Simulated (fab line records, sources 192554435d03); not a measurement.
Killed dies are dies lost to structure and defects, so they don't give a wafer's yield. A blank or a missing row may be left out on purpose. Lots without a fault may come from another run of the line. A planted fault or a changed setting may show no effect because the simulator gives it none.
fab line records | flow n5_finfet
record lots=4 wafers=12 last_day=18
route steps=1938 shown BEOL_M0_SAQP@683 BEOL_M4@1111 PASSIVATION@1936
lots that met no fault: from a run of the same line without faults
start_h: hours from the record's first day to the start of the lot's first wafer shown | wait_h: hours since the lot's step before | " the same as in the row above | L1.1+2: a row that stands for several wafers | - no value, or no start given | * or withheld: withheld | < > ~ a bound
route shown NAME@n: a module of which the file shows steps, and the number in the route of the first | usual: mean/standard deviation of fault-free wafers | same: alike in all rows | chamber/n: place in a boat | sites: the reading at each site | _std_site: their standard deviation | _edge_site: outer sites' mean less inner sites' | radius_mm: how far each site lies from the wafer's centre | mask NAME#n: copy n | behind: the tool/chamber that last shaped the wafer | hold: why the lot was held/for how many hours/how that ended | device: the transistor (n, p or np) that didn't switch | end of line: the same wafers' tests at the end of the route | a step without rows: its recipe alone | killed: dies lost to structure and defects at the first sort, not the wafer's yield | map: a wafer's dies, x killed, . not, _ none there
set.NAME: the setting as run; set.NAME@STEP: as run at that earlier step | model.NAME: the simulator's own value behind a step, which no gauge read
lots at some steps of the route; a table a step, a row a wafer
services: from which hour (start_h, from the record's first day; less than 0 if before it) a tool's chamber was out of use, for how many hours, and why
## steps
# step N5_BEOL_M0_SAQP_COAT_34
# recipe resist=CAR-EUV spin_rpm=1500 resist_thk_nm=30
# step N5_BEOL_M0_SAQP_EBR_36
# recipe solvent=PGMEA ebr_width_mm=1.5
# step N5_BEOL_M0_SAQP_SOFTBAKE_35
# recipe temp_c=110 time_s=60 resist=CAR-EUV
# step N5_BEOL_M0_SAQP_EXPOSE_37
# recipe mask_id=M0_CUT1 na=0.33 source_shape=annular sigma_inner=0.35 sigma_outer=0.8 polarization=unpolarized target_cd_nm=30 dose_mj=44.75
# step N5_BEOL_M0_SAQP_PEB_38
# recipe peb_temp_c=100 peb_time_s=60 resist=CAR-EUV
# step N5_BEOL_M0_SAQP_DEVELOP_39
# recipe develop_time_s=30 developer=TMAH resist=CAR-EUV rinse_liquid=surfactant_rinse dry=air_spin dev_temp_c=23
# step N5_BEOL_M0_SAQP_DESCUM_45
# recipe chemistry=O2 time_s=7 source_power_w=50 bias_power_w=20 pressure_mtorr=20 rf_frequency_hz=2.712e+07 temp_c=40 resist=CAR-EUV o2_flow_sccm=225
# step N5_BEOL_M0_SAQP_ETCH_88
# recipe chemistry=N2/H2 target=underlayer target_depth_a=65 time_s=5.2 ion_energy_ev=200 mask_material=CAR-EUV pressure_mtorr=30 source_w=840 bias_w=150 n2_flow_sccm=200 h2_flow_sccm=200 ends=cleared
# step N5_BEOL_M0_SAQP_ETCH_73
# recipe chemistry=CF4 target=SiARC target_depth_a=195 mask_material=CAR-EUV time_s=32.5 ion_energy_ev=80 pressure_mtorr=40 source_w=545 bias_w=36 Ar_flow_sccm=100 cf4_flow_sccm=100 ends=cleared
# step N5_BEOL_M0_SAQP_CUT_ETCH_46
# recipe chemistry=N2/H2 target=SOC target_depth_a=1350 overetch_a=270 temp_c=40 time_s=202.5 ion_energy_ev=200 mask_material=SiARC pressure_mtorr=30 source_w=840 bias_w=150 n2_flow_sccm=200 h2_flow_sccm=200
# usual bias_w=149.9/0.43 drypump_motor_current_A=5.6/0.47 rf_fwd_power_W=837.9/2.6 rf_vpp_V=524/3.1 showerhead_plenum_p_Torr=2.56/0.11 throttle_valve_pct=17.94/0.21
# columns lot.wafer tool chamber start_h wait_h bias_w drypump_motor_current_A rf_fwd_power_W rf_hours_counter_h rf_vpp_V showerhead_plenum_p_Torr throttle_valve_pct model.SiARC_of_BEOL_M0_SAQP_COAT_72.thk_nm model.BEOL_M0_SAQP.cd_nm
L665.2 rie_diel-04 1 195.43 0.0 150.2 5.2 841.5 228 524 2.50 17.85 5.4 30.2
L665.3 " 2 " " 149.7 6.2 833.4 42 527 2.70 18.00 4.6 30.4
L665.4 " 0 " " 149.2 4.8 835.6 9 529 2.72 17.60 5 29.6
L669.2 rie_diel-04 1 212.12 0.0 150.2 5.2 842.2 234 523 2.50 17.86 5.4 30.2
L669.5 " 0 " " 150.1 4.8 837.1 - 529 2.72 17.60 4.8 29.8
L669.6 " 3 " " 150.0 6.2 632.5 - 570 2.47 18.24 6.6 29
L673.2 rie_diel-04 2 233.68 0.0 150.0 6.2 837.4 55 527 2.69 18.04 4.6 29.8
L673.3 " 3 " " 149.7 6.2 636.1 137 573 2.47 18.28 6.6 29.2
L673.4 " 0 " " 149.3 4.8 835.9 22 528 2.72 17.63 4.6 29.6
L675.3 rie_diel-05 2 241.58 0.0 149.9 5.5 835.1 102 523 2.46 17.87 5 30.2
L675.5 " 2 " " 150.0 5.5 840.6 - 521 2.46 17.89 5 30
L675.6 " 3 " " 150.1 5.9 840.6 - 528 2.70 17.69 4.8 30.2
# step N5_BEOL_M0_SAQP_STRIP_74
# recipe chemistry=N2/H2 temp_c=40 n2_flow_sccm=200 h2_flow_sccm=200 rf_frequency_hz=6e+07
# step N5_BEOL_M0_SAQP_STRIP_89
# recipe chemistry=N2/H2 temp_c=40 n2_flow_sccm=200 h2_flow_sccm=200 rf_frequency_hz=6e+07
# step N5_BEOL_M0_SAQP_ALD_48
# recipe material=SiO2 target_thk_a=200 temp_c=100 ald_precursor_family=BDEAS ald_co_reactant=O2-plasma pulse_time_s=1 co_reactant_pulse_time_s=1 purge_time_s=2 co_reactant_purge_time_s=2 ald_cycles=139 pressure_torr=2
# step N5_BEOL_M0_SAQP_ETCH_49
# recipe chemistry=CF4/O2 target_depth_a=370 target=SiO2 pressure_mtorr=40 source_w=535 bias_w=49 Ar_flow_sccm=100 cf4_flow_sccm=100 O2_flow_sccm=10 ion_energy_ev=100
# usual bias_w=49.00/0.16 drypump_motor_current_A=5.7/0.43 oes_product_au=0.80/0.085 rf_fwd_power_W=532.7/1.7 rf_vpp_V=242/3.7 showerhead_plenum_p_Torr=2.20/0.09 throttle_valve_pct=15.91/0.16
# columns lot.wafer tool chamber start_h wait_h bias_w drypump_motor_current_A oes_product_au rf_fwd_power_W rf_hours_counter_h rf_vpp_V showerhead_plenum_p_Torr throttle_valve_pct model.BEOL_M0_SAQP.cd_nm
L665.2 rie_diel-02 1 196.42 0.3 48.99 5.1 0.93 536.0 14 245 2.18 15.92 30
L665.3 " 3 " " 49.00 5.7 0.93 532.9 26 242 2.16 15.74 30.4
L665.4 " 2 " " 49.07 5.8 0.88 536.2 37 245 2.33 15.72 29.6
L669.2 rie_diel-04 2 212.97 0.4 49.01 6.1 0.85 531.0 48 249 2.34 16.10 30.2
L669.5 " 1 " " 48.99 5.1 0.70 532.1 - 238 2.17 16.02 29.8
L669.6 " 2 " " 49.20 6.2 0.84 531.5 - 249 2.34 16.08 29
L673.2 rie_diel-02 2 234.43 0.3 48.94 5.8 0.85 534.5 49 246 2.32 15.73 30
L673.3 " 3 " " 49.22 5.7 0.89 533.9 38 242 2.15 15.78 29.2
L673.4 " 0 " " 49.19 5.8 0.70 532.9 206 243 2.18 16.13 29.6
L675.3 rie_diel-04 2 242.53 0.5 49.07 6.1 0.83 530.7 57 249 2.33 16.12 30.2
L675.5 " 3 " " 49.21 6.1 0.78 531.7 - 238 2.12 16.08 30
L675.6 " 0 " " 49.51 4.8 0.89 531.5 - 243 2.33 15.63 30.4
# step N5_BEOL_M0_SAQP_STRIP_75
# recipe chemistry=CF4 resist=SiARC power_w=300 bias_power_w=75 pressure_mtorr=50 cf4_flow_sccm=150 rf_frequency_hz=6e+07
# step N5_BEOL_M4_RC_MEAS_101
# usual DIBL_N=36.4/1.6 DIBL_P=36.2/1.8 IOFF_N=0.159/0.029 IOFF_P=0.21/0.034 ION_N=670/12 ION_P=459/8.2 SS_N=71.5/0.59 SS_P=73.2/0.54 VT_N=250/3.3 VT_P=-250/3.7
# columns lot.wafer tool chamber start_h wait_h DIBL_N[mV/V] DIBL_P[mV/V] IOFF_N[nA/um] IOFF_P[nA/um] ION_N[uA/um] ION_P[uA/um] SS_N[mV/dec] SS_P[mV/dec] VT_N[mV] VT_P[mV]
L665.2 prober-01 0 272.58 0.2 38.0 35.7 0.173 0.21 672 455 71.8 73.6 247 -249
L665.3 " 0 " " 39.2 38.0 0.204 0.26 675 463 73.0 74.1 247 -246
L665.4 " 0 " " 37.6 36.4 0.166 0.23 677 465 71.0 72.7 249 -249
L669.2 prober-01 0 288.18 0.2 34.9 34.8 0.139 0.19 677 461 71.3 73.2 251 -253
L669.5 " 0 " " 36.2 37.2 0.160 0.23 679 470 70.8 74.1 247 -248
L669.6 " 0 " " 35.3 35.4 0.146 0.19 666 459 70.5 73.4 250 -250
L673.2 prober-02 0 304.25 0.2 36.5 34.4 0.146 0.17 665 455 72.2 72.6 250 -253
L673.3 " 0 " " 37.5 36.1 0.160 0.21 666 459 72.0 73.2 249 -252
L673.4 " 0 " " 37.6 35.4 0.173 0.19 684 461 71.6 73.4 247 -250
L675.3 prober-01 0 331.79 0.3 34.9 35.3 0.130 0.18 656 453 71.8 72.8 256 -250
L675.5 " 0 " " 33.8 34.8 0.121 0.18 656 459 71.1 72.6 255 -251
L675.6 " 0 " " 35.0 36.9 0.147 0.23 662 462 70.9 73.1 250 -249
# step N5_PASSIVATION_PROBE_49
# usual defect_limited_yield=91.1/1.5 killed_at_M0_to_M3=33/9.9 killed_at_M4_up=14/5.2 killed_at_contacts=12/6.7 killed_at_front_end=43/13 killed_at_other=3.4/2.7 killed_dies=105/17 killed_open=69/13 killed_short=33/7.5 sort_bin_5_function=5.2/0.91 sort_bin_6_memory=3.3/0.71 sort_n_pass=1075/17 sort_yield_pct=91.1/1.5
# same gross_dies=1180 killed_at_back_side=0 sort_bin_4_leakage[%]=0 sort_bin_8_speed[%]=0
# columns lot.wafer tool chamber start_h wait_h defect_limited_yield[%] killed_at_M0_to_M3 killed_at_M4_up killed_at_contacts killed_at_front_end killed_at_other killed_dies killed_open killed_short sort_bin_5_function[%] sort_bin_6_memory[%] sort_n_pass sort_yield_pct[%]
L675.3 prober-01 - 432.45 0.1 91.6 44 12 5 34 4 99 58 40 4.7 3.5 1081 91.6
L675.5 prober-01 - 432.55 0.2 91.7 35 15 15 28 5 98 66 31 5.3 2.8 1082 91.7
L675.6 prober-01 - 432.60 0.3 91.1 49 9 5 42 0 105 69 35 5.4 3.2 1075 91.1
# killed by level:class
L675.3 BEOL_M0_SAQP:geometric_particle:short=10 FIN_SAQP:geometric_particle:short=9 BEOL_M0_SAQP:geometric_particle:open=7 BEOL_M1:geometric_particle:open=7 BEOL_M3:geometric_particle:open=5 STI_FIN_REVEAL:geometric_particle:open=5 BEOL_M1:geometric_particle:short=5 BEOL_M2:geometric_particle:open=5
L675.5 MOL_CONTACT_COAG:geometric_particle:open=10 BEOL_M0_SAQP:geometric_particle:open=7 BEOL_M3:geometric_particle:open=7 BEOL_M4:geometric_particle:open=7 STI_FIN_REVEAL:geometric_particle:open=5 MOL_CONTACT_COAG:geometric_particle:short=5 BEOL_M0_SAQP:geometric_particle:short=5 BEOL_M1:geometric_particle:short=5
L675.6 BEOL_M0_SAQP:geometric_particle:open=16 BEOL_M0_SAQP:geometric_particle:short=12 FIN_SAQP:geometric_particle:open=7 GATE_CUT:geometric_particle:short=6 BEOL_M3:geometric_particle:open=5 DUMMY_GATE:geometric_particle:open=5 BEOL_M2:geometric_particle:open=5 BEOL_M4:geometric_particle:open=5
## services
# columns tool chamber start_h hours kind
rie_diel-02 - 174.45 5.9 repair
rie_diel-05 - 207.71 14.6 pm
rie_diel-05 1 238.66 19.1 repair
## key
first_sign step=N5_BEOL_M0_SAQP_CUT_ETCH_46 reading=rf_fwd_power_W direction=down sigmas=77 usual=* struck=*
effect step=N5_BEOL_M0_SAQP_CUT_ETCH_46 reading=rf_vpp_V direction=up sigmas=16 usual=524 struck=572
model_effect step=N5_BEOL_M0_SAQP_CUT_ETCH_46 value=SiARC_of_BEOL_M0_SAQP_COAT_72.thk_nm without=5.1 struck=6.6
model_effect step=N5_BEOL_M0_SAQP_ETCH_49 value=BEOL_M0_SAQP.cd_nm without=29.9 struck=29.1
met_at N5_BEOL_M0_SAQP_CUT_ETCH_46
struck_wafers L669.6,L673.3
fault kind=process_parameter_drift tool=rie_diel-04 chamber=3 onset_h=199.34 steps=N5_BEOL_M0_SAQP_CUT_ETCH_46 channel=source_w offset=-201.6 shape=step end_h=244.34 acts_in=these_recipes_only stated=840
